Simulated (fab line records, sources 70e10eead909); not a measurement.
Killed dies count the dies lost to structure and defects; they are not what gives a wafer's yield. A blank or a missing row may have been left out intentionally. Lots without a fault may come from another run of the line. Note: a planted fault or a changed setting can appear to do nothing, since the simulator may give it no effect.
Which tool is to blame? -- flow nandHarc -- 33 wafers from 11 lots sampled at 4 of the route's 1302 steps

WHAT THE GAUGES SHOWED, per wafer
NHARC_P_GATE_CD_MEAS_26 targets a cd of 120 nm.
lot,measured,on,cdNm (nm)
L561,day 5 01:41,cdSem-01,119.7 120.0 120.0
L562,day 5 12:02,cdSem-03,120.4 119.7 120.4
L565,day 6 12:37,cdSem-01,121.1 119.8 120.3
L567,day 7 05:59,cdSem-03,120.3 119.1 119.9
L568,day 7 20:38,cdSem-02,119.4 118.8 119.9
L572,day 9 18:59,cdSem-03,108.8 108.7 108.7
L575,day 11 08:30,cdSem-03,119.7 120.4 119.2
L580,day 12 22:40,cdSem-03,120.6 119.4 120.6
L581,day 13 13:05,cdSem-01,119.8 120.6 119.7
L583,day 14 00:43,cdSem-01,120.0 120.5 120.3
L584,day 14 12:34,cdSem-03,121.0 119.9 118.8

WHICH TOOL RAN EACH LOT (tool, then ch and the chambers of the sampled wafers, then the start)
lot,NHARC_P_STI_ETCH_31,NHARC_P_GATE_HM_DEP_102,NHARC_P_GATE_EXPOSE_23
L561,"rieDiel-07 ch 1,3, day 5 00:28 or earlier","aclDep-03 ch 0, day 5 00:28","arfiScanner-03 ch 0, day 5 01:34"
L562,"rieDiel-12 ch 1,3, day 5 10:49 or earlier","aclDep-03 ch 0, day 5 10:49","arfiScanner-03 ch 0, day 5 11:54"
L565,"rieDiel-07 ch 0,2,3, day 6 11:43 or earlier","aclDep-03 ch 0, day 6 11:43","arfiScanner-01 ch 0, day 6 12:29"
L567,"rieDiel-07 ch 1,2, day 7 04:53 or earlier","aclDep-01 ch 0, day 7 04:53","arfiScanner-01 ch 0, day 7 05:50"
L568,"rieDiel-12 ch 2,3, day 7 19:26 or earlier","aclDep-03 ch 0, day 7 19:26","arfiScanner-01 ch 0, day 7 20:30"
L572,"rieDiel-12 ch 1,3, day 9 17:53 or earlier","aclDep-01 ch 0, day 9 17:53","arfiScanner-03 ch 0, day 9 18:52"
L575,"rieDiel-02 ch 0,2,3, day 11 07:03 or earlier","aclDep-01 ch 0, day 11 07:03","arfiScanner-01 ch 0, day 11 08:22"
L580,"rieDiel-12 ch 0,1,2, day 12 21:28 or earlier","aclDep-03 ch 0, day 12 21:28","arfiScanner-01 ch 0, day 12 22:32"
L581,"rieDiel-02 ch 2,3, day 13 11:45 or earlier","aclDep-01 ch 0, day 13 11:45","arfiScanner-03 ch 0, day 13 12:56"
L583,"rieDiel-02 ch 0,1,2, day 13 23:18 or earlier","aclDep-01 ch 0, day 13 23:18","arfiScanner-01 ch 0, day 14 00:35"
L584,"rieDiel-02 ch 0,2,3, day 14 11:14 or earlier","aclDep-01 ch 0, day 14 11:14","arfiScanner-03 ch 0, day 14 12:26"
- NHARC_P_STI_ETCH_31: etches the open film in CF4/CHF3, target depth 108.9 nm, time 54.5 s.
- NHARC_P_GATE_HM_DEP_102: deposits aC, target thk 120 nm.
- NHARC_P_GATE_EXPOSE_23: exposes mask P GATE, target cd 120 nm.

THE ANSWER, worked out from the rows above alone
Rule: what is usual is taken from the lots themselves. Put in order of their means at a reading, lots are off if they are a third of the lots or fewer, leave a main group of 4 or more, and stand apart from it by a gap of 3 or more times the standard deviation of the main group's means; of several such gaps the widest counts. The tables above print the reading to a certain number of digits; a main group whose means all agree to those digits is not used. Also off: a lot with no number at a reading for which 4 or more lots have one. Any other lot the step has rows for is counted as sound.
Off: L572, at NHARC_P_GATE_CD_MEAS_26 (cdNm). The main group: mean 120.0 nm, standard deviation 0.29.
A tool fits if, at a process step before that reading, it ran every lot that is off, and no sound lot after the first of them. The gauges at NHARC_P_GATE_CD_MEAS_26 are tried like those tools. NHARC_P_STI_ETCH_31 gives no start for some lots, so the hours and the order of its lots are those of NHARC_P_GATE_HM_DEP_102. No candidate that was tried fits.

WHAT WAS PUT IN BY THE SIMULATOR
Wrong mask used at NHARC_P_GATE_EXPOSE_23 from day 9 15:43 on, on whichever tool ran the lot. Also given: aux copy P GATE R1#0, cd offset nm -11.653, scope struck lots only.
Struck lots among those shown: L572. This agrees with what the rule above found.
